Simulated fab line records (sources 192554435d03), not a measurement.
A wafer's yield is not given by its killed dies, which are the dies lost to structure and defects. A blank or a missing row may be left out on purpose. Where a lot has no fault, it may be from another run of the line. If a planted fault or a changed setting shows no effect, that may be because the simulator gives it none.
Chamber matching / flow n5Finfet / N5_PMOS_HMC_CHANNEL_EPI_ETCH_38 on rieSi-04: 4 sister chambers
The step etches SiO2 in CF4, target depth 1.5 nm. 14 wafers are shown with their chamber, then 7 later ones without.

## WAFERS PAIRED WITH THEIR CHAMBERS
wafer=L076.1; chamber=2; drypumpMotorCurrentA (A)=5.2; throttleValvePct (%)=21.77; oesProductAu (a.u.)=1.029
wafer=L076.3; chamber=0; drypumpMotorCurrentA (A)=5.3; throttleValvePct (%)=21.41; oesProductAu (a.u.)=1.027
wafer=L076.5; chamber=0; drypumpMotorCurrentA (A)=5.3; throttleValvePct (%)=21.40; oesProductAu (a.u.)=1.014
wafer=L080.1; chamber=0; drypumpMotorCurrentA (A)=5.3; throttleValvePct (%)=21.41; oesProductAu (a.u.)=1.029
wafer=L080.4; chamber=2; drypumpMotorCurrentA (A)=5.3; throttleValvePct (%)=21.75; oesProductAu (a.u.)=1.031
wafer=L080.5; chamber=0; drypumpMotorCurrentA (A)=5.3; throttleValvePct (%)=21.42; oesProductAu (a.u.)=1.020
wafer=L083.3; chamber=0; drypumpMotorCurrentA (A)=5.3; throttleValvePct (%)=21.41; oesProductAu (a.u.)=1.040
wafer=L083.4; chamber=1; drypumpMotorCurrentA (A)=4.8; throttleValvePct (%)=21.47; oesProductAu (a.u.)=1.019
wafer=L083.6; chamber=3; drypumpMotorCurrentA (A)=6.2; throttleValvePct (%)=21.49; oesProductAu (a.u.)=0.980
wafer=L085.3; chamber=0; drypumpMotorCurrentA (A)=5.3; throttleValvePct (%)=21.39; oesProductAu (a.u.)=1.032
wafer=L085.4; chamber=2; drypumpMotorCurrentA (A)=5.3; throttleValvePct (%)=21.74; oesProductAu (a.u.)=1.041
wafer=L085.5; chamber=3; drypumpMotorCurrentA (A)=6.2; throttleValvePct (%)=21.47; oesProductAu (a.u.)=0.985
wafer=L092.1; chamber=1; drypumpMotorCurrentA (A)=4.8; throttleValvePct (%)=21.48; oesProductAu (a.u.)=1.013
wafer=L092.2; chamber=0; drypumpMotorCurrentA (A)=5.3; throttleValvePct (%)=21.42; oesProductAu (a.u.)=1.019

SIGNATURES (means of the wafers above)
reading=drypumpMotorCurrentA; chamber 0=5.300; chamber 1=4.800; chamber 2=5.267; chamber 3=6.200; scatter within a chamber=0.0258
reading=throttleValvePct; chamber 0=21.4086; chamber 1=21.4750; chamber 2=21.7533; chamber 3=21.4800; scatter within a chamber=0.0118
reading=oesProductAu; chamber 0=1.02586; chamber 1=1.01600; chamber 2=1.03367; chamber 3=0.98250; scatter within a chamber=0.00764
Rule: distance of a wafer from a chamber = root of the sum over the readings of ((wafer's reading minus chamber's mean) / reading's scatter) squared. The wafer belongs to the nearest chamber; if the next one is less than 2 further off, it can't be placed. How the scatter is found: for the shown wafers, subtract from each reading the mean of its chamber, square and add these, divide the total by (wafers less chambers), then take the root.

## WAFERS WITH NO CHAMBER GIVEN
wafer=L092.4; drypumpMotorCurrentA (A)=6.2; throttleValvePct (%)=21.50; oesProductAu (a.u.)=0.985
wafer=L094.1; drypumpMotorCurrentA (A)=6.2; throttleValvePct (%)=21.48; oesProductAu (a.u.)=0.977
wafer=L094.3; drypumpMotorCurrentA (A)=4.8; throttleValvePct (%)=21.50; oesProductAu (a.u.)=1.014
wafer=L094.4; drypumpMotorCurrentA (A)=5.3; throttleValvePct (%)=21.39; oesProductAu (a.u.)=1.020
wafer=L097.3; drypumpMotorCurrentA (A)=4.8; throttleValvePct (%)=21.48; oesProductAu (a.u.)=1.011
wafer=L097.5; drypumpMotorCurrentA (A)=4.8; throttleValvePct (%)=21.49; oesProductAu (a.u.)=1.003
wafer=L097.6; drypumpMotorCurrentA (A)=5.3; throttleValvePct (%)=21.40; oesProductAu (a.u.)=1.026

## CHAMBER TAKEN BY EACH
wafer=L092.4; from the rows above=3; in truth=3
wafer=L094.1; from the rows above=3; in truth=3
wafer=L094.3; from the rows above=1; in truth=1
wafer=L094.4; from the rows above=0; in truth=0
wafer=L097.3; from the rows above=1; in truth=1
wafer=L097.5; from the rows above=1; in truth=1
wafer=L097.6; from the rows above=0; in truth=0
Placed correctly: 7 of 7. From these rows, 0 cannot be placed. Wrongly placed: 0.
